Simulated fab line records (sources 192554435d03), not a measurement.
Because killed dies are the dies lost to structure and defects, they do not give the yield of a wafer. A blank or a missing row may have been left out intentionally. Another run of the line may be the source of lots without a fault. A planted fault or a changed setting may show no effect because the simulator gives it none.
Matching of chambers    flow n5 finfet    4 sister chambers for N5_BEOL_M8_STRIP_19 on rie diel-04
The step strips in O2. 14 wafers are shown with their chamber, then 7 later ones without.

## EACH WAFER AND ITS CHAMBER
wafer   chamber  drypump motor current A (A)  showerhead plenum p Torr (Torr)  o2 flow sccm (sccm)
L074.2  1        5.4                          2.05                             225.7
L074.3  2        5.4                          2.13                             225.7
L074.4  0        5.8                          2.07                             225.2
L083.2  2        5.4                          2.12                             225.0
L083.3  0        5.7                          2.07                             224.7
L083.6  1        5.4                          2.05                             225.0
L085.1  1        5.4                          2.04                             224.9
L085.2  3        5.6                          2.12                             225.0
L085.3  0        5.8                          2.06                             224.5
L087.2  2        5.4                          2.12                             226.1
L087.4  3        5.6                          2.12                             225.2
L087.5  0        5.8                          2.06                             224.3
L091.1  3        5.6                          2.12                             225.1
L091.3  0        5.7                          2.06                             224.9

SIGNATURES (averages over the wafers above)
reading                   chamber 0  chamber 1  chamber 2  chamber 3  scatter within a chamber
drypump motor current A   5.760      5.400      5.400      5.600      0.0346
showerhead plenum p Torr  2.0640     2.0467     2.1233     2.1200     0.00503
o2 flow sccm              224.720    225.200    225.600    225.100    0.388
Rule: a wafer lies at a distance from a chamber equal to the root of the sum of squares, over the readings, of (its reading less the chamber's mean, divided by the reading's scatter). The wafer belongs to the nearest chamber; if the next one is less than 2 further off, it can't be placed. The scatter is the square root of a quotient: the sum, over the shown wafers, of each reading's squared deviation from its chamber's mean, divided by wafers minus chambers.

## WAFERS WITHOUT THEIR CHAMBER
wafer   drypump motor current A (A)  showerhead plenum p Torr (Torr)  o2 flow sccm (sccm)
L091.6  5.4                          2.04                             225.6
L097.1  5.6                          2.11                             225.3
L097.3  5.4                          2.11                             224.7
L097.6  5.4                          2.11                             225.6
L096.4  5.4                          2.11                             224.7
L096.5  5.4                          2.11                             225.6
L096.6  5.4                          2.03                             224.8

## EACH ONE'S CHAMBER
wafer   from the rows above  in truth
L091.6  1                    1
L097.1  3                    3
L097.3  2                    2
L097.6  2                    2
L096.4  2                    2
L096.5  2                    2
L096.6  1                    1
Correctly placed: 7 of 7. From these rows, 0 cannot be placed. 0 placed wrongly.
